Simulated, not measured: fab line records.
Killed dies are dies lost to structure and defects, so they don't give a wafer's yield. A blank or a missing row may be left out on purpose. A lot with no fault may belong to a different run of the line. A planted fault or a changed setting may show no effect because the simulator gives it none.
Matching of chambers :: flow n5_finfet :: N5_BEOL_M4_PRE_CLEAN_60 on cvd_co-02 has 3 sister chambers
The step time 15 s. 6 wafers are shown with their chamber, then 12 later ones without.

## WAFERS, EACH WITH ITS CHAMBER
wafer: L086.6
chamber: 0
heater_power_w (W): 116

wafer: L089.3
chamber: 1
heater_power_w (W): 43

wafer: L089.5
chamber: 2
heater_power_w (W): 52

wafer: L091.2
chamber: 2
heater_power_w (W): 50

wafer: L091.4
chamber: 0
heater_power_w (W): 113

wafer: L091.6
chamber: 1
heater_power_w (W): 44

## WAFERS WITH NO CHAMBER GIVEN
wafer: L093.2
heater_power_w (W): 117

wafer: L093.4
heater_power_w (W): 114

wafer: L093.5
heater_power_w (W): 43

wafer: L094.1
heater_power_w (W): 115

wafer: L094.4
heater_power_w (W): 52

wafer: L094.5
heater_power_w (W): 116

wafer: L095.2
heater_power_w (W): 51

wafer: L095.5
heater_power_w (W): 44

wafer: L095.6
heater_power_w (W): 114

wafer: L097.3
heater_power_w (W): 44

wafer: L097.4
heater_power_w (W): 51

wafer: L097.5
heater_power_w (W): 43

## EACH ONE'S CHAMBER
wafer: L093.2
from the rows above: 0
in truth: 0

wafer: L093.4
from the rows above: 0
in truth: 0

wafer: L093.5
from the rows above: 1
in truth: 1

wafer: L094.1
from the rows above: 0
in truth: 0

wafer: L094.4
from the rows above: 2
in truth: 2

wafer: L094.5
from the rows above: 0
in truth: 0

wafer: L095.2
from the rows above: 2
in truth: 2

wafer: L095.5
from the rows above: 1
in truth: 1

wafer: L095.6
from the rows above: 0
in truth: 0

wafer: L097.3
from the rows above: 1
in truth: 1

wafer: L097.4
from the rows above: 2
in truth: 2

wafer: L097.5
from the rows above: 1
in truth: 1
Correct placement for 12 of the 12. Number that these rows cannot place: 0. 0 placed wrongly.
How it was worked out, from the rows above alone: a wafer's distance from a chamber is the root of the sum, over the readings, of the square of ((its reading less the chamber's mean) divided by the reading's scatter). If the next closest chamber is less than 2 further off than the closest, the wafer can't be placed; otherwise it belongs to the closest. The mean given for a chamber averages the wafers shown for that chamber. The scatter: the root of (the sum of the squares of (reading less its chamber's mean) over the shown wafers, divided by (wafers less chambers)).
